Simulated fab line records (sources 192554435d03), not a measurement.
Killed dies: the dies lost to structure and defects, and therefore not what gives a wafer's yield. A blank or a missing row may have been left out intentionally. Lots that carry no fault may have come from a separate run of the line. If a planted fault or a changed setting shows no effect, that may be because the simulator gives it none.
Split-lot study / flow n5-finfet / on a route of 1938 steps: 7 lots, 21 wafers read

THE SPLIT
At N5_BEOL_M8_TRENCH_ETCH_37 (etches SiCOH lowk in C4F6/O2, target depth 93.478 nm, time 31.2 s), the setting bias-w was moved away from the recipe's 185 W on 7 of the 21 wafers read, by -9.6% to +16.4%. This setting was run at the recipe's value on the other wafers.

FROM THE SPLIT TO THE READING: what the file shows between them, 17 steps
- N5_BEOL_M8_ETCH_41: etches SiCN in CH3F/O2, target depth 31.9 nm, time 57.8 s
- N5_BEOL_M8_STRIP_80: strips in N2/H2, time 10 s
- N5_BEOL_M8_OCD_MEAS_38
- N5_BEOL_M8_HM_STRIP_39: strips TiN in peroxide tin strip, target depth 25 nm, time 158 s
- N5_BEOL_M8_SRD_40: time 30 s
- N5_BEOL_M8_PRECLEAN_42: cleans in residue remover, time 60 s
- N5_BEOL_M8_SRD_43: time 30 s
- N5_BEOL_M8_CD_MEAS_35: target cd 40 nm
- N5_BEOL_M8_CURE_75: cures SiCOH lowk, time 120 s (also split here: time-s)
- N5_BEOL_M8_DEGAS_44: time 60 s
- N5_BEOL_M8_PRE_CLEAN_45: time 30 s
- N5_BEOL_M8_ECD_50: material Cu, target thk 300 nm
- N5_BEOL_M8_ANNEAL_51: time 90 s
- N5_BEOL_M8_CMP_52: polishes, stops on SiCOH lowk, t overpolish 6.9 s, target thk 80 nm
- N5_BEOL_M8_THK_MEAS_53: measures by xrf
- N5_BEOL_M8_PRE_CLEAN_55: time 15 s
- N5_BEOL_M8_DEP_56: deposits SiCN from 3MS/NH3, target thk 10 nm, time 17.5 s

THE READING
At N5_BEOL_M8_RS_MEAS_57, a four-point-probe measurement gives M8_RS in ohm/sq. Fault-free wafers of this fab line usually give 0.289 ohm/sq, standard deviation 0.0059 ohm/sq.

wafer=L078.2; tool, chamber at the split=rie-diel-05, 2; bias-w as run, W=185; against the recipe=recipe; M8_RS, ohm/sq=0.287; against lot-mates on the recipe=-
wafer=L078.3; tool, chamber at the split=rie-diel-05, 3; bias-w as run, W=199.8; against the recipe=+8.0%; M8_RS, ohm/sq=0.280; against lot-mates on the recipe=-0.007
wafer=L078.4; tool, chamber at the split=rie-diel-05, 0; bias-w as run, W=199.8; against the recipe=+8.0%; M8_RS, ohm/sq=0.283; against lot-mates on the recipe=-0.004
wafer=L082.1; tool, chamber at the split=rie-diel-05, 1; bias-w as run, W=185; against the recipe=recipe; M8_RS, ohm/sq=0.293; against lot-mates on the recipe=-
wafer=L082.4; tool, chamber at the split=rie-diel-05, 1; bias-w as run, W=185; against the recipe=recipe; M8_RS, ohm/sq=0.292; against lot-mates on the recipe=-
wafer=L082.5; tool, chamber at the split=rie-diel-05, 3; bias-w as run, W=185; against the recipe=recipe; M8_RS, ohm/sq=0.291; against lot-mates on the recipe=-
wafer=L086.1; tool, chamber at the split=rie-diel-05, 0; bias-w as run, W=185; against the recipe=recipe; M8_RS, ohm/sq=0.303; against lot-mates on the recipe=-
wafer=L086.3; tool, chamber at the split=rie-diel-05, 2; bias-w as run, W=215.3; against the recipe=+16.4%; M8_RS, ohm/sq=0.267; against lot-mates on the recipe=-0.036
wafer=L086.4; tool, chamber at the split=rie-diel-05, 1; bias-w as run, W=215.3; against the recipe=+16.4%; M8_RS, ohm/sq=0.272; against lot-mates on the recipe=-0.031
wafer=L085.3; tool, chamber at the split=rie-diel-05, 2; bias-w as run, W=185; against the recipe=recipe; M8_RS, ohm/sq=0.284; against lot-mates on the recipe=-
wafer=L085.5; tool, chamber at the split=rie-diel-05, 2; bias-w as run, W=185; against the recipe=recipe; M8_RS, ohm/sq=0.288; against lot-mates on the recipe=-
wafer=L085.6; tool, chamber at the split=rie-diel-05, 3; bias-w as run, W=167.3; against the recipe=-9.6%; M8_RS, ohm/sq=0.294; against lot-mates on the recipe=+0.008
wafer=L094.2; tool, chamber at the split=rie-diel-02, 0; bias-w as run, W=213; against the recipe=+15.1%; M8_RS, ohm/sq=0.268; against lot-mates on the recipe=-0.027
wafer=L094.4; tool, chamber at the split=rie-diel-02, 2; bias-w as run, W=185; against the recipe=recipe; M8_RS, ohm/sq=0.292; against lot-mates on the recipe=-
wafer=L094.5; tool, chamber at the split=rie-diel-02, 3; bias-w as run, W=185; against the recipe=recipe; M8_RS, ohm/sq=0.298; against lot-mates on the recipe=-
wafer=L095.1; tool, chamber at the split=rie-diel-02, 3; bias-w as run, W=185; against the recipe=recipe; M8_RS, ohm/sq=0.298; against lot-mates on the recipe=-
wafer=L095.3; tool, chamber at the split=rie-diel-02, 1; bias-w as run, W=204.5; against the recipe=+10.5%; M8_RS, ohm/sq=0.282; against lot-mates on the recipe=-0.008
wafer=L095.6; tool, chamber at the split=rie-diel-02, 0; bias-w as run, W=185; against the recipe=recipe; M8_RS, ohm/sq=0.282; against lot-mates on the recipe=-
wafer=L096.3; tool, chamber at the split=rie-diel-05, 0; bias-w as run, W=185; against the recipe=recipe; M8_RS, ohm/sq=0.298; against lot-mates on the recipe=-
wafer=L096.5; tool, chamber at the split=rie-diel-05, 2; bias-w as run, W=185; against the recipe=recipe; M8_RS, ohm/sq=0.290; against lot-mates on the recipe=-
wafer=L096.6; tool, chamber at the split=rie-diel-05, 1; bias-w as run, W=185; against the recipe=recipe; M8_RS, ohm/sq=0.295; against lot-mates on the recipe=-

THE FIT
A straight line over all 21 wafers: M8_RS changes by -0.00123 ohm/sq for each +1% of bias-w; r = -0.83; the points scatter about the line by 0.0056 ohm/sq.
The same after taking each lot's own level away (the mean of its wafers on the recipe; 21 wafers): -0.0016 ohm/sq for each +1%; r = -0.90; scatter 0.0054 ohm/sq.
That fit puts the effect of the largest move of bias-w on the reading at 0.026 ohm/sq.
The lots' own levels span 0.2860 to 0.3030 ohm/sq, that is 2.9 times the standard deviation above.
Hence the slope depends on the lot-to-lot level, as the two fits are not the same.
Check: with one of the wafers moved furthest among these (+16.4%) left out of the fit, the line predicts -0.0231 ohm/sq for it against its lot-mates. Against them it came out at -0.036 ohm/sq.
Tool readings at the split's step, against how far the setting was moved: rf-vpp-V r = +0.99.

ADDITIONAL SPLITS CARRIED BY THESE WAFERS
Other splits were also applied to these wafers ahead of the reading. Each is held against what the fit with the lots' levels taken away leaves over:
other split on the same wafers=N5_BEOL_M8_CURE_75 time-s; wafers away from the commonest value=9; r with M8_RS (lot level and that fit taken away)=+0.37

THE WHOLE CHAIN: every reading that the file lists as answering this split, in the file's order
step=N5_BEOL_M8_TRENCH_ETCH_37; what it does=etches SiCOH lowk in C4F6/O2, target depth 93.478 nm, time 31.2 s; reading=rf-vpp-V; change (the file's fit)=+5.24 V for each +1% of the setting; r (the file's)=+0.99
step=N5_BEOL_M8_TRENCH_ETCH_37; what it does=etches SiCOH lowk in C4F6/O2, target depth 93.478 nm, time 31.2 s; reading=BEOL_M8.feature-depth-nm (the simulator's own value, which no gauge read); change (the file's fit)=+0.331 nm for each +1% of the setting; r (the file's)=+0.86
step=N5_BEOL_M8_TRENCH_ETCH_37; what it does=etches SiCOH lowk in C4F6/O2, target depth 93.478 nm, time 31.2 s; reading=etch.depth-nm (the simulator's own value, which no gauge read); change (the file's fit)=+0.33 nm for each +1% of the setting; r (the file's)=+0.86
step=N5_BEOL_M8_OCD_MEAS_38; what it does=; reading=trench-depth-nm; change (the file's fit)=+0.335 nm for each +1% of the setting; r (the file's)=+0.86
step=N5_BEOL_M8_CMP_52; what it does=polishes, stops on SiCOH lowk, t overpolish 6.9 s, target thk 80 nm; reading=Cu_of_BEOL_M8_ECD_50.thk-nm (the simulator's own value, which no gauge read); change (the file's fit)=+0.367 nm for each +1% of the setting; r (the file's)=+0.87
step=N5_BEOL_M8_THK_MEAS_53; what it does=measures by xrf; reading=M8_THK; change (the file's fit)=+0.352 for each +1% of the setting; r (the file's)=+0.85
step=N5_BEOL_M8_RS_MEAS_57; what it does=measures by four-point-probe; reading=M8_RS; change (the file's fit)=-0.00154 for each +1% of the setting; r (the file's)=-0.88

THE FILE'S OWN FIT
M8_RS changes by -0.00154 ohm/sq for each +1% of bias-w, r = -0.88.
